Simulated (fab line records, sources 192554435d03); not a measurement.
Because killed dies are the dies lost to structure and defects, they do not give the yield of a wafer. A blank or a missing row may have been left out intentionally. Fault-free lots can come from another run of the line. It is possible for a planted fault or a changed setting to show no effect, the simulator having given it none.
Split-lot trial :: flow n5Finfet :: 21 wafers read across 7 lots, on a route 1938 steps long

THE SPLIT ITSELF
At N5_HKMG_FIN_PEB_10 (peb time 60 s), the setting pebTimeS was moved away from the recipe's 60 s on 3 of the 21 wafers read, by +5.6% to +18.5%. All remaining wafers had this setting at the recipe value.

FROM THE SPLIT ON TO THE READING: in between, the file shows 1 step
- N5_HKMG_FIN_DEVELOP_11: develop time 30 s

THE READING
cdNm at N5_HKMG_FIN_CD_MEAS_12, given in nm (cd target 92.8 nm). Fault-free wafers of this fab line usually give 92.7 nm, standard deviation 0.5 nm.

wafer: L075.4
tool, chamber at the split: lithoTrack-04, 0
pebTimeS as run, s: 60
against the recipe: recipe
cdNm, nm: 91.3
against lot-mates on the recipe: -

wafer: L075.5
tool, chamber at the split: lithoTrack-04, 0
pebTimeS as run, s: 60
against the recipe: recipe
cdNm, nm: 91.7
against lot-mates on the recipe: -

wafer: L075.6
tool, chamber at the split: lithoTrack-04, 0
pebTimeS as run, s: 60
against the recipe: recipe
cdNm, nm: 91.7
against lot-mates on the recipe: -

wafer: L076.1
tool, chamber at the split: lithoTrack-05, 0
pebTimeS as run, s: 60
against the recipe: recipe
cdNm, nm: 92.1
against lot-mates on the recipe: -

wafer: L076.3
tool, chamber at the split: lithoTrack-05, 0
pebTimeS as run, s: 60
against the recipe: recipe
cdNm, nm: 92.5
against lot-mates on the recipe: -

wafer: L076.6
tool, chamber at the split: lithoTrack-05, 0
pebTimeS as run, s: 60
against the recipe: recipe
cdNm, nm: 92.8
against lot-mates on the recipe: -

wafer: L077.1
tool, chamber at the split: lithoTrack-05, 0
pebTimeS as run, s: 60
against the recipe: recipe
cdNm, nm: 93.1
against lot-mates on the recipe: -

wafer: L077.2
tool, chamber at the split: lithoTrack-05, 0
pebTimeS as run, s: 71.09
against the recipe: +18.5%
cdNm, nm: 98.2
against lot-mates on the recipe: +5.4

wafer: L077.5
tool, chamber at the split: lithoTrack-05, 0
pebTimeS as run, s: 60
against the recipe: recipe
cdNm, nm: 92.5
against lot-mates on the recipe: -

wafer: L078.1
tool, chamber at the split: lithoTrack-02, 0
pebTimeS as run, s: 60
against the recipe: recipe
cdNm, nm: 92.7
against lot-mates on the recipe: -

wafer: L078.4
tool, chamber at the split: lithoTrack-02, 0
pebTimeS as run, s: 63.38
against the recipe: +5.6%
cdNm, nm: 94.0
against lot-mates on the recipe: +1.0

wafer: L078.5
tool, chamber at the split: lithoTrack-02, 0
pebTimeS as run, s: 60
against the recipe: recipe
cdNm, nm: 93.2
against lot-mates on the recipe: -

wafer: L092.3
tool, chamber at the split: lithoTrack-05, 0
pebTimeS as run, s: 60
against the recipe: recipe
cdNm, nm: 92.8
against lot-mates on the recipe: -

wafer: L092.4
tool, chamber at the split: lithoTrack-05, 0
pebTimeS as run, s: 60
against the recipe: recipe
cdNm, nm: 92.7
against lot-mates on the recipe: -

wafer: L092.5
tool, chamber at the split: lithoTrack-05, 0
pebTimeS as run, s: 60
against the recipe: recipe
cdNm, nm: 92.6
against lot-mates on the recipe: -

wafer: L095.3
tool, chamber at the split: lithoTrack-05, 0
pebTimeS as run, s: 67.8
against the recipe: +13.0%
cdNm, nm: 97.2
against lot-mates on the recipe: +3.6

wafer: L095.4
tool, chamber at the split: lithoTrack-05, 0
pebTimeS as run, s: 60
against the recipe: recipe
cdNm, nm: 93.2
against lot-mates on the recipe: -

wafer: L095.5
tool, chamber at the split: lithoTrack-05, 0
pebTimeS as run, s: 60
against the recipe: recipe
cdNm, nm: 93.9
against lot-mates on the recipe: -

wafer: L096.1
tool, chamber at the split: lithoTrack-02, 0
pebTimeS as run, s: 60
against the recipe: recipe
cdNm, nm: 92.6
against lot-mates on the recipe: -

wafer: L096.2
tool, chamber at the split: lithoTrack-02, 0
pebTimeS as run, s: 60
against the recipe: recipe
cdNm, nm: 92.7
against lot-mates on the recipe: -

wafer: L096.4
tool, chamber at the split: lithoTrack-02, 0
pebTimeS as run, s: 60
against the recipe: recipe
cdNm, nm: 92.8
against lot-mates on the recipe: -

THE FIT
A straight line over all 21 wafers: cdNm changes by +0.316 nm for each +1% of pebTimeS; r = +0.94; the points scatter about the line by 0.6 nm.
The same after taking each lot's own level away (the mean of its wafers on the recipe; 21 wafers): +0.284 nm for each +1%; r = +0.98; scatter 0.26 nm.
That fit puts the effect of the largest move of pebTimeS on the reading at 5.2 nm.
From 91.57 to 93.55 nm: that is the span of the lots' own levels, equal to 4.0 times the standard deviation above.
Hence the slope depends on the lot-to-lot level, as the two fits are not the same.
Check: with one of the wafers moved furthest among these (+18.5%) left out of the fit, the line predicts +4.92 nm for it against its lot-mates. Against them it came out at +5.4 nm.

THESE WAFERS: OTHER SPLITS
Before the reading, these wafers also passed through other splits. Each is held against what the fit with the lots' levels taken away leaves over:
other split on the same wafers: N5_SD_EPI_P_COAT_03 spinRpm
wafers away from the commonest value: 7
r with cdNm (lot level and that fit taken away): -0.11

other split on the same wafers: N5_HKMG_FIN_ETCH_54 sourceW
wafers away from the commonest value: 7
r with cdNm (lot level and that fit taken away): +0.06

other split on the same wafers: N5_HKMG_FIN_ETCH_58 sourceW
wafers away from the commonest value: 7
r with cdNm (lot level and that fit taken away): +0.32

other split on the same wafers: N5_HKMG_FIN_COAT_06 spinRpm
wafers away from the commonest value: 5
r with cdNm (lot level and that fit taken away): +0.07

THE FILE'S OWN FIT
cdNm changes by +0.284 nm for each +1% of pebTimeS, r = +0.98.
